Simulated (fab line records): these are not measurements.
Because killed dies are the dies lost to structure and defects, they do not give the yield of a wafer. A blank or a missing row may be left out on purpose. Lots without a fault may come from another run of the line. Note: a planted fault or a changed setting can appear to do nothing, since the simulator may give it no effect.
fab line records    flow n5-finfet
[record] lots = 6  wafers = 18  last-day = 17
route steps=1938 shown BEOL_M8@1337 PASSIVATION@1936
lots untouched by any fault: they come from a run of this same line in which no faults occurred
start-h: hours from the record's opening day to when the first of the lot's shown wafers began    wait-h: hours elapsed since this lot's preceding step    " same as the row above    L1.1+2: a row that stands for several wafers    - no value present, or no start provided    * or withheld: withheld    < > ~ a bound
route shown NAME@n: NAME is a module with steps in the file, n the number in the route of the first one    usual: mean/standard deviation of fault-free wafers    same: alike in all rows    chamber/n: place in a boat    sites: the reading at each site    _std_site: the values' standard deviation    _edge_site: mean of outer sites minus mean of inner sites    radius-mm: for every site, how far away it sits from the centre of the wafer    mask NAME#n: copy n    behind: the most recent tool/chamber to have shaped the wafer    hold: what put the lot on hold/how long, in hours/how the hold closed    device: whichever transistor did not switch (one of n, p or np)    end of line: the route-end tests of the same wafers    a step with no rows: only its recipe    killed: the dies lost at the first sort to structure and to defects; this is not the yield of the wafer    map: per-die view of a wafer (x killed, . not killed, _ where there is no die)
set.NAME: setting as actually run; set.NAME@STEP: the setting as run at that earlier step    model.NAME: the simulator's own value behind a step, which no gauge read
a table for each step, a row for each wafer; lots at some steps of the route
services: a tool's chamber out of use, with start hour (start-h, from the record's first day; less than 0 if before it), hours out, and reason
[[steps]]
[step N5_BEOL_M8_COAT_59]
[recipe] resist = SOC  temp-c = 250  time-s = 60  spin-rpm = 1500  resist-thk-nm = 100
[step N5_BEOL_M8_COAT_60]
[recipe] resist = SiARC  temp-c = 220  time-s = 60  spin-rpm = 1500  resist-thk-nm = 35
[step N5_BEOL_M8_COAT_05]
[recipe] resist = CAR-ArF  spin-rpm = 1500  resist-thk-nm = 90
[step N5_BEOL_M8_EBR_07]
[recipe] solvent = PGMEA  ebr-width-mm = 1.5
[step N5_BEOL_M8_SOFTBAKE_06]
[recipe] temp-c = 110  time-s = 60  resist = CAR-ArF
[step N5_BEOL_M8_EXPOSE_08]
[recipe] mask-id = M8  na = 1.35  source-shape = dipole  sigma-inner = 0.817  sigma-outer = 0.97  polarization = te  dose-mj = 68.25
[step N5_BEOL_M8_PEB_09]
[recipe] peb-temp-c = withheld  peb-time-s = 60  resist = CAR-ArF
[step N5_BEOL_M8_DEVELOP_10]
[recipe] develop-time-s = 30  developer = TMAH  resist = CAR-ArF  rinse-liquid = diw  dry = air-spin  dev-temp-c = 23
[step N5_BEOL_M8_CD_MEAS_11]
[recipe] target-cd-nm = 38.5  landing-energy-ev = 500  detector = se-inlens  polarity = opening
[usual] cd-nm = 38.4/0.48
lot.wafer  tool       chamber  start-h  wait-h  cd-nm
L262.2     cd-sem-01  0        214.35   -       38.1
L262.4     "          0        "        "       38.0
L262.6     "          0        "        "       38.3
L269.1     cd-sem-01  0        237.01   -       38.3
L269.3     "          0        "        "       37.6
L269.5     "          0        "        "       38.8
L270.4     cd-sem-01  0        247.23   -       37.9
L270.5     "          0        "        "       38.4
L270.6     "          0        "        "       38.2
L274.1     cd-sem-02  0        275.59   -       38.4
L274.2     "          0        "        "       37.9
L274.5     "          0        "        "       38.3
L279.2     cd-sem-01  0        315.79   -       37.7
L279.5     "          0        "        "       37.7
L279.6     "          0        "        "       38.5
L283.1     cd-sem-03  0        343.72   -       38.0
L283.3     "          0        "        "       38.5
L283.6     "          0        "        "       38.6
[step N5_BEOL_M8_OVL_MEAS_12]
[recipe] points-per-wafer = 44
[usual] M8_OVL = 0.0/0.72
lot.wafer  tool        chamber  start-h  wait-h  M8_OVL[nm]
L262.2     overlay-01  0        214.38   0.0     -0.6
L262.4     "           0        "        "       0.1
L262.6     "           0        "        "       0.4
L269.1     overlay-02  0        237.04   0.0     -0.9
L269.3     "           0        "        "       0.5
L269.5     "           0        "        "       0.1
L270.4     overlay-02  0        247.25   0.0     0.5
L270.5     "           0        "        "       -0.1
L270.6     "           0        "        "       -0.2
L274.1     overlay-01  0        275.62   0.0     0.6
L274.2     "           0        "        "       1.1
L274.5     "           0        "        "       -0.7
L279.2     overlay-01  0        315.82   0.0     0.1
L279.5     "           0        "        "       0.7
L279.6     "           0        "        "       -0.1
L283.1     overlay-01  0        343.75   0.0     1.2
L283.3     "           0        "        "       0.9
L283.6     "           0        "        "       0.5
[step N5_BEOL_M8_INSPECT_13]
[recipe] mode = adi  inspect-instrument = brightfield
[usual] raw-defect-count = 383/86
lot.wafer  tool               chamber  start-h  wait-h  raw-defect-count
L262.2     defect-inspect-02  -        214.40   0.0     415
L262.4     "                  -        "        "       473
L262.6     "                  -        "        "       449
L269.1     defect-inspect-01  -        237.06   0.0     354
L269.3     "                  -        "        "       298
L269.5     "                  -        "        "       259
L270.4     defect-inspect-02  -        247.28   0.0     243
L270.5     "                  -        "        "       411
L270.6     "                  -        "        "       298
L274.1     defect-inspect-01  -        275.65   0.0     370
L274.2     "                  -        "        "       418
L274.5     "                  -        "        "       355
L279.2     defect-inspect-01  -        315.84   0.0     420
L279.5     "                  -        "        "       351
L279.6     "                  -        "        "       393
L283.1     defect-inspect-02  -        343.78   0.0     336
L283.3     "                  -        "        "       348
L283.6     "                  -        "        "       395
[step N5_BEOL_M8_DESCUM_16]
[recipe] chemistry = O2  time-s = 7.9  source-power-w = 50  bias-power-w = 20  pressure-mtorr = 20  rf-frequency-hz = 2.712e+07  temp-c = 40  resist = CAR-ArF  o2-flow-sccm = 225
[usual] chamber-pressure-mTorr = 19.999/0.016  drypump-motor-current-A = 5.7/0.48  oes-product-au = 0.82/0.078  rf-vpp-V = 243.0/1.5  showerhead-plenum-p-Torr = 2.09/0.08  throttle-valve-pct = 20.41/0.27
[same] time-s = 7.9
lot.wafer  tool         chamber  start-h  wait-h  chamber-pressure-mTorr  drypump-motor-current-A  oes-product-au  rf-hours-counter-h  rf-vpp-V  showerhead-plenum-p-Torr  throttle-valve-pct
L262.2     rie-diel-01  0        214.61   0.2     20.013                  4.7                      0.72            215                 242.0     2.05                      20.21
L262.4     "            2        "        "       20.024                  6.2                      0.92            19                  244.7     2.13                      20.23
L262.6     "            0        "        "       19.987                  4.7                      0.72            -                   242.1     2.05                      20.21
L269.1     rie-diel-01  3        237.10   0.0     19.986                  5.4                      0.86            55                  242.3     2.02                      20.23
L269.3     "            2        "        "       20.011                  6.2                      0.91            28                  244.1     2.12                      20.24
L269.5     "            3        "        "       20.014                  5.4                      0.86            -                   240.8     2.02                      20.21
L270.4     rie-diel-01  0        247.33   0.0     19.974                  4.7                      0.71            -                   243.8     2.05                      20.24
L270.5     "            1        "        "       19.998                  5.0                      0.70            -                   240.9     2.01                      21.11
L270.6     "            2        "        "       20.004                  6.2                      0.90            -                   242.7     2.12                      20.25
L274.1     rie-diel-02  2        275.73   0.1     19.984                  5.8                      0.83            57                  242.2     2.13                      20.34
L274.2     "            0        "        "       19.973                  5.5                      0.84            76                  243.4     2.22                      20.44
L274.5     "            3        "        "       20.018                  6.2                      0.89            -                   241.6     2.03                      20.34
L279.2     rie-diel-06  3        316.00   0.2     20.008                  5.6                      0.77            134                 240.1     2.00                      20.55
L279.5     "            1        "        "       19.986                  6.3                      0.86            -                   242.5     2.04                      20.18
L279.6     "            3        "        "       20.009                  5.6                      0.77            -                   240.5     2.00                      20.54
L283.1     rie-diel-06  0        344.00   0.2     19.989                  5.7                      0.78            113                 245.1     2.20                      20.33
L283.3     "            1        "        "       19.994                  6.2                      0.84            71                  242.8     2.03                      20.21
L283.6     "            1        "        "       19.987                  6.3                      0.85            -                   244.1     2.03                      20.20
[step N5_BEOL_M8_ETCH_61]
[recipe] chemistry = CF4  target = SiARC  target-depth-a = 455  mask-material = CAR-ArF  time-s = 75.8  ion-energy-ev = 80  pressure-mtorr = 40  source-w = 545  bias-w = 36  Ar_flow_sccm = 100  cf4-flow-sccm = 100  ends = cleared
[usual] bias-w = 36.02/0.12  chamber-pressure-mTorr = 40.00/0.035  drypump-motor-current-A = 5.7/0.48  etch-rf-on-time-s = 74.4/1.8  oes-product-au = 0.70/0.066  rf-vpp-V = 184.0/1.2  showerhead-plenum-p-Torr = 2.14/0.077  throttle-valve-pct = 15.59/0.2
lot.wafer  tool         chamber  start-h  wait-h  bias-w  chamber-pressure-mTorr  drypump-motor-current-A  etch-rf-on-time-s  oes-product-au  rf-hours-counter-h  rf-vpp-V  showerhead-plenum-p-Torr  throttle-valve-pct
L262.2     rie-diel-01  0        214.64   0.0     36.10   40.00                   4.7                      76.6               0.61            215                 185.1     2.11                      15.60
L262.4     "            2        "        "       35.94   39.94                   6.2                      75.8               0.78            19                  183.9     2.19                      15.46
L262.6     "            0        "        "       36.17   39.98                   4.7                      76.6               0.61            -                   184.2     2.11                      15.59
L269.1     rie-diel-01  3        237.13   0.0     39.32   39.99                   5.4                      74.2               0.74            55                  193.7     2.09                      15.42
L269.3     "            2        "        "       39.37   40.01                   6.2                      73.2               0.79            28                  193.9     2.19                      15.49
L269.5     "            3        "        "       39.13   40.02                   5.4                      74.0               0.75            -                   194.2     2.09                      15.43
L270.4     rie-diel-01  0        247.37   0.0     39.43   40.08                   4.7                      74.7               0.61            -                   193.8     2.11                      15.61
L270.5     "            1        "        "       39.51   39.98                   5.0                      74.1               0.62            -                   194.2     2.04                      16.05
L270.6     "            2        "        "       39.35   39.97                   6.2                      73.7               0.78            -                   196.6     2.19                      15.48
L274.1     rie-diel-02  2        275.77   0.0     36.18   39.97                   5.8                      73.9               0.72            57                  182.8     2.18                      15.52
L274.2     "            0        "        "       35.75   40.04                   5.5                      73.9               0.72            76                  185.8     2.27                      15.55
L274.5     "            3        "        "       35.96   39.97                   6.2                      74.7               0.77            -                   183.4     2.10                      15.58
L279.2     rie-diel-06  3        316.04   0.0     36.08   39.98                   5.6                      72.0               0.66            134                 184.4     2.06                      15.72
L279.5     "            1        "        "       35.99   39.98                   6.2                      72.7               0.74            -                   183.6     2.09                      15.43
L279.6     "            3        "        "       35.99   40.07                   5.6                      71.5               0.67            -                   182.1     2.06                      15.73
L283.1     rie-diel-06  0        344.04   0.0     36.11   40.00                   5.7                      73.6               0.68            113                 184.7     2.24                      15.49
L283.3     "            1        "        "       36.02   40.02                   6.3                      74.0               0.72            71                  182.3     2.08                      15.46
L283.6     "            1        "        "       36.01   39.99                   6.3                      73.9               0.72            -                   183.9     2.08                      15.45
[step N5_BEOL_M8_ETCH_62]
[recipe] chemistry = N2/H2  target = SOC  target-depth-a = 1100  overetch-a = 220  mask-material = SiARC  temp-c = 40  time-s = 165  ion-energy-ev = 200  pressure-mtorr = 30  source-w = 840  bias-w = 150  n2-flow-sccm = 200  h2-flow-sccm = 200
[usual] bias-w = 150.1/0.44  chamber-pressure-mTorr = 29.998/0.029  drypump-motor-current-A = 5.7/0.48  oes-product-au = 0.69/0.063  rf-vpp-V = 523.6/2.7  showerhead-plenum-p-Torr = 2.54/0.095  throttle-valve-pct = 17.81/0.28
[same] time-s = 165
lot.wafer  tool         chamber  start-h  wait-h  bias-w  chamber-pressure-mTorr  drypump-motor-current-A  oes-product-au  rf-hours-counter-h  rf-vpp-V  showerhead-plenum-p-Torr  throttle-valve-pct
L262.2     rie-diel-01  0        214.70   0.0     150.3   29.996                  4.7                      0.61            215                 522.7     2.53                      17.81
L262.4     "            2        "        "       150.3   29.954                  6.2                      0.78            19                  525.0     2.59                      17.63
L262.6     "            0        "        "       150.4   30.052                  4.7                      0.61            -                   523.3     2.53                      17.79
L269.1     rie-diel-01  3        237.19   0.0     150.2   30.009                  5.4                      0.73            55                  521.6     2.45                      17.66
L269.3     "            2        "        "       149.8   29.976                  6.2                      0.76            28                  526.4     2.59                      17.66
L269.5     "            3        "        "       149.8   29.995                  5.4                      0.73            -                   521.5     2.45                      17.64
L270.4     rie-diel-01  0        247.47   0.1     149.6   30.054                  4.7                      0.61            -                   521.8     2.52                      17.83
L270.5     "            1        "        "       149.9   30.029                  5.0                      0.61            -                   519.1     2.43                      18.44
L270.6     "            2        "        "       149.7   29.952                  6.2                      0.75            -                   526.5     2.59                      17.64
L274.1     rie-diel-02  2        275.82   0.0     150.0   29.991                  5.8                      0.71            57                  525.5     2.60                      17.82
L274.2     "            0        "        "       149.2   30.018                  5.5                      0.70            76                  528.4     2.69                      17.86
L274.5     "            3        "        "       149.7   29.990                  6.1                      0.75            -                   523.2     2.46                      17.68
L279.2     rie-diel-06  3        316.09   0.0     150.0   29.988                  5.6                      0.64            134                 521.8     2.45                      17.99
L279.5     "            1        "        "       150.6   29.942                  6.3                      0.72            -                   522.4     2.47                      17.49
L279.6     "            3        "        "       149.8   30.025                  5.6                      0.64            -                   521.8     2.45                      17.99
L283.1     rie-diel-06  0        344.09   0.0     149.6   29.978                  5.7                      0.67            113                 527.8     2.67                      17.66
L283.3     "            1        "        "       150.0   30.013                  6.3                      0.71            71                  522.2     2.46                      17.52
L283.6     "            1        "        "       150.5   29.987                  6.2                      0.71            -                   522.3     2.46                      17.52
[step N5_PASSIVATION_PROBE_49]
[usual] defect-limited-yield = 91.0/1.5  killed_at_M0_to_M3 = 34/11  killed_at_M4_up = 14/5.3  killed-at-contacts = 13/7  killed-at-front-end = 41/13  killed-at-other = 4/3.1  killed-dies = 106/17  killed-open = 70/12  killed-short = 35/8  sort_bin_5_function = 5.2/0.98  sort_bin_6_memory = 3.4/0.69  sort-n-pass = 1074/17  sort-yield-pct = 91.0/1.5
[same] gross-dies = 1180  killed-at-back-side = 0  sort_bin_4_leakage[%] = 0  sort_bin_8_speed[%] = 0
lot.wafer  tool       chamber  start-h  wait-h  defect-limited-yield[%]  killed_at_M0_to_M3  killed_at_M4_up  killed-at-contacts  killed-at-front-end  killed-at-other  killed-dies  killed-open  killed-short  sort_bin_5_function[%]  sort_bin_6_memory[%]  sort-n-pass  sort-yield-pct[%]
L269.1     prober-01  -        302.51   0.0     91.4                     42                  12               6                   40                   2                102          63           38            4.8                     3.6                   1078         91.4
L269.3     prober-01  -        302.61   0.1     91.9                     41                  6                11                  34                   4                96           56           39            4.7                     3.4                   1084         91.9
L269.5     prober-01  -        302.71   0.2     93.2                     29                  23               10                  18                   0                80           53           26            3.9                     2.4                   1100         93.2
L279.2     prober-02  -        381.02   0.1     91.9                     27                  10               27                  27                   4                95           68           27            5.0                     2.8                   1085         91.9
L279.5     prober-02  -        381.17   0.2     91.6                     22                  9                21                  44                   3                99           65           34            4.6                     3.5                   1081         91.6
L279.6     prober-02  -        381.22   0.3     92.0                     26                  9                22                  34                   3                94           61           33            5.0                     2.5                   1086         92.0
// killed by level:class
L269.1 STI_FIN_REVEAL:geometric-particle:open=11 BEOL_M0_SAQP:geometric-particle:open=10 BEOL_M0_SAQP:geometric-particle:short=8 FIN_SAQP:geometric-particle:open=7 BEOL_M1:geometric-particle:open=7 MOL_CONTACT_COAG:geometric-particle:open=5 BEOL_M2:geometric-particle:open=5 STI_FIN_REVEAL:geometric-particle:short=4
L269.3 BEOL_M0_SAQP:geometric-particle:open=11 BEOL_M0_SAQP:geometric-particle:short=10 FIN_SAQP:geometric-particle:short=9 MOL_CONTACT_COAG:geometric-particle:open=7 BEOL_M1:geometric-particle:open=7 STI_FIN_REVEAL:geometric-particle:open=5 MOL_CONTACT_COAG:geometric-particle:short=4 BEOL_M0:geometric-particle:open=4
L269.5 BEOL_M4:geometric-particle:open=15 BEOL_M0_SAQP:geometric-particle:short=8 BEOL_M1:geometric-particle:open=8 MOL_CONTACT_COAG:geometric-particle:open=7 BEOL_M3:geometric-particle:open=4 GATE_CUT:geometric-particle:short=3 MOL_CONTACT_COAG:geometric-particle:short=3 BEOL_M2:geometric-particle:open=3
L279.2 MOL_CONTACT_COAG:geometric-particle:open=22 BEOL_M0_SAQP:geometric-particle:open=9 FIN_SAQP:geometric-particle:short=7 FIN_SAQP:geometric-particle:open=7 BEOL_M1:geometric-particle:open=7 BEOL_M4:geometric-particle:open=7 MOL_CONTACT_COAG:geometric-particle:short=5 BEOL_M1:geometric-particle:short=3
L279.5 MOL_CONTACT_COAG:geometric-particle:open=15 FIN_SAQP:geometric-particle:open=12 STI_FIN_REVEAL:geometric-particle:open=12 BEOL_M0_SAQP:geometric-particle:short=7 BEOL_M4:geometric-particle:open=6 MOL_CONTACT_COAG:geometric-particle:short=6 BEOL_M1:geometric-particle:open=5 STARTING-WAFER:geometric-particle:short=5
L279.6 MOL_CONTACT_COAG:geometric-particle:open=18 FIN_SAQP:geometric-particle:open=9 BEOL_M1:geometric-particle:open=8 FIN_SAQP:geometric-particle:short=6 BEOL_M0_SAQP:geometric-particle:short=6 STARTING-WAFER:geometric-particle:open=6 MOL_CONTACT_COAG:geometric-particle:short=4 BEOL_M0_SAQP:geometric-particle:open=4
[[services]]
tool         chamber  start-h  hours  kind
rie-diel-06  -        215.62   15.6   pm
rie-diel-02  2        235.45   2.4    repair
rie-diel-01  3        246.14   18.9   repair
rie-diel-01  2        299.37   5.1    repair
rie-diel-01  0        304.44   -      clean
rie-diel-01  0        304.44   -      consumable-replace:focus-ring
rie-diel-01  0        304.44   18.2   scheduled-down
rie-diel-01  0        304.44   18.2   vent-cycle
rie-diel-01  -        311.59   0.2    repair
rie-diel-06  2        312.32   -      clean
rie-diel-06  2        312.32   -      consumable-replace:focus-ring
rie-diel-06  2        312.32   23.8   scheduled-down
rie-diel-06  2        312.32   23.8   vent-cycle
rie-diel-02  2        343.93   4.8    repair
[[key]]
[first-sign] step = N5_BEOL_M8_ETCH_61  reading = bias-w  direction = up  sigmas = 28  usual = *  struck = *
[effect] step = N5_BEOL_M8_ETCH_61  reading = rf-vpp-V  direction = up  sigmas = 8.4  usual = 184.0  struck = 194.4
met-at N5_BEOL_M8_ETCH_61
struck-wafers L269.1,L269.3,L269.5,L270.4,L270.5,L270.6
onset-between 214.64 237.13
[fault] kind = process-parameter-drift  tool = rie-diel-01  chamber = -  onset-h = 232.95  steps = N5_BEOL_M8_ETCH_61  channel = bias-w  offset = *  shape = step  end-h = 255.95  acts-in = *  stated = *
